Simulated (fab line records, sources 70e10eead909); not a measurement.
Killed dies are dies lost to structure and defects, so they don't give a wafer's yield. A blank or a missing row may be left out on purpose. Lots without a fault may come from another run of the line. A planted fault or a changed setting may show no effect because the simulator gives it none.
Chamber matching | flow nand_harc | NHARC_HYBRID_BOND_ACTIVATE_00 on rie_diel-06: 4 sister chambers
The step chemistry N2, time 60 s. 14 wafers are shown with their chamber, then 7 later ones without.

WAFERS WITH THEIR CHAMBER
wafer  | chamber | showerhead_plenum_p_Torr (Torr) | drypump_motor_current_A (A) | run_length_s (s)
L932.1 | 3       | 1.77                            | 5.3                         | 81.2
L932.2 | 2       | 1.78                            | 6.0                         | 81.0
L932.6 | 0       | 1.70                            | 6.2                         | 81.6
L933.3 | 2       | 1.78                            | 6.0                         | 81.4
L933.5 | 2       | 1.78                            | 6.0                         | 81.3
L933.6 | 1       | 1.63                            | 6.0                         | 81.2
L935.2 | 1       | 1.63                            | 6.0                         | 80.3
L935.4 | 3       | 1.77                            | 5.3                         | 81.2
L935.5 | 1       | 1.63                            | 6.0                         | 80.6
L946.3 | 3       | 1.77                            | 5.3                         | 81.2
L946.4 | 0       | 1.70                            | 6.3                         | 81.2
L946.6 | 0       | 1.70                            | 6.2                         | 81.3
L947.1 | 1       | 1.62                            | 6.0                         | 80.4
L947.2 | 0       | 1.70                            | 6.2                         | 81.4

SIGNATURES (means of the wafers above)
reading                  | chamber 0 | chamber 1 | chamber 2 | chamber 3 | scatter within a chamber
showerhead_plenum_p_Torr | 1.7000    | 1.6275    | 1.7800    | 1.7700    | 0.00274
drypump_motor_current_A  | 6.225     | 6.000     | 6.000     | 5.300     | 0.0274
run_length_s             | 81.375    | 80.625    | 81.233    | 81.200    | 0.257
Rule: a wafer's distance from a chamber is the root of the sum, over the readings, of the square of ((its reading less the chamber's mean) divided by the reading's scatter). The wafer belongs to the nearest chamber; if the next one is less than 2 further off, it can't be placed. The scatter: the root of (the sum of the squares of (reading less its chamber's mean) over the shown wafers, divided by (wafers less chambers)).

WAFERS WITHOUT THEIR CHAMBER
wafer  | showerhead_plenum_p_Torr (Torr) | drypump_motor_current_A (A) | run_length_s (s)
L947.4 | 1.77                            | 5.3                         | 81.1
L948.1 | 1.62                            | 6.0                         | 80.3
L948.3 | 1.77                            | 6.0                         | 81.2
L948.5 | 1.70                            | 6.3                         | 81.5
L953.2 | 1.76                            | 5.3                         | 81.1
L953.3 | 1.69                            | 6.3                         | 81.1
L953.5 | 1.77                            | 6.0                         | 81.1

WHICH CHAMBER EACH WENT THROUGH
wafer  | from the rows above | in truth
L947.4 | 3                   | 3
L948.1 | 1                   | 1
L948.3 | 2                   | 2
L948.5 | 0                   | 0
L953.2 | 3                   | 3
L953.3 | 0                   | 0
L953.5 | 2                   | 2
Placed correctly: 7 of 7. Can't be placed from these rows: 0. Placed wrongly: 0.
